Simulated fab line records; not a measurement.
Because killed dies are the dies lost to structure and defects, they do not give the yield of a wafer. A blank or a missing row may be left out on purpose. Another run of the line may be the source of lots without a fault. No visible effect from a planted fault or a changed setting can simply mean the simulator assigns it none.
Split-lot experiment ; flow n5Finfet ; 7 lots, 21 wafers read, on a route of 1938 steps

## SPLIT DETAILS
At N5_SD_EPI_N_ETCH_16 (etches SiO2 in CHF3/O2, target depth 5 nm), the setting targetDepthA was moved away from the recipe's 50 angstrom on 6 of the 21 wafers read, by -11.4% to +8.2%. This setting was run at the recipe's value on the other wafers.

The reading is taken at the split's own step.

## THE READING
etch.depthNm (the simulator's own value, which no gauge read), in nm, at N5_SD_EPI_N_ETCH_16 (etches SiO2 in CHF3/O2, target depth 5 nm). The file gives no usual value for it. Across the 15 wafers here that went through the recipe, the average is 4.924 nm and the standard deviation 0.13 nm.

wafer;tool, chamber at the split;targetDepthA as run, angstrom;against the recipe;etch.depthNm, nm;against lot-mates on the recipe
L075.1;rieDiel-04, 2;44.28;-11.4%;4.355;-0.474
L075.4;rieDiel-04, 3;44.28;-11.4%;4.397;-0.432
L075.5;rieDiel-04, 0;50;recipe;4.829;-
L080.1;rieDiel-01, 1;54.11;+8.2%;5.273;+0.466
L080.3;rieDiel-01, 0;50;recipe;4.795;-
L080.5;rieDiel-01, 0;50;recipe;4.819;-
L083.3;rieDiel-03, 0;50;recipe;4.718;-
L083.5;rieDiel-03, 1;50;recipe;4.963;-
L083.6;rieDiel-03, 3;50;recipe;5.127;-
L084.1;rieDiel-01, 1;50;recipe;4.864;-
L084.2;rieDiel-01, 0;50;recipe;4.771;-
L084.3;rieDiel-01, 2;52.86;+5.7%;5.155;+0.338
L088.1;rieDiel-03, 2;50;recipe;5.141;-
L088.3;rieDiel-03, 1;46.8;-6.4%;4.634;-0.507
L088.4;rieDiel-03, 1;46.8;-6.4%;4.622;-0.519
L090.3;rieDiel-01, 1;50;recipe;4.909;-
L090.4;rieDiel-01, 3;50;recipe;5.086;-
L090.6;rieDiel-01, 2;50;recipe;4.87;-
L093.1;rieDiel-03, 2;50;recipe;5.105;-
L093.3;rieDiel-03, 1;50;recipe;4.912;-
L093.6;rieDiel-03, 1;50;recipe;4.953;-

THE FIT
A straight line over all 21 wafers: etch.depthNm changes by +0.046 nm for each +1% of targetDepthA; r = +0.88; the points scatter about the line by 0.12 nm.
The same after taking each lot's own level away (the mean of its wafers on the recipe; 21 wafers): +0.0511 nm for each +1%; r = +0.90; scatter 0.11 nm.
On that fit, the largest move of targetDepthA shifts the reading by 0.58 nm.
Across the lots, their own levels run from 4.8070 to 5.1410 nm, a range of 2.5 times the standard deviation given above.
Consequently the slope shifts little with the lot-to-lot level, the two slopes agreeing.
Check: -0.634 nm against its lot-mates is what the line predicts for one of the wafers moved furthest among these (-11.4%) when that wafer is left out of the fit. Against them it came out at -0.474 nm.

## THESE WAFERS: OTHER SPLITS
These wafers also went through other splits before the reading. Each is held against what the fit with the lots' levels taken away leaves over:
other split on the same wafers;wafers away from the commonest value;r with etch.depthNm (lot level and that fit taken away)
N5_PMOS_HMC_CHANNEL_EPI_COAT_31 spinRpm;6;-0.08
N5_FIN_SAQP_PECVD_06 timeS;7;+0.12
N5_FIN_SAQP_HM_DEP_72 timeS;6;+0.20
N5_FIN_CUT_CUT_ETCH_26 sourceW;4;+0.06
N5_SD_EPI_N_COAT_03 spinRpm;7;-0.22
N5_SD_EPI_N_PEB_07 pebTempC;6;+0.40

## FILE'S OWN FIT
etch.depthNm changes by +0.0523 nm for each +1% of targetDepthA, r = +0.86.
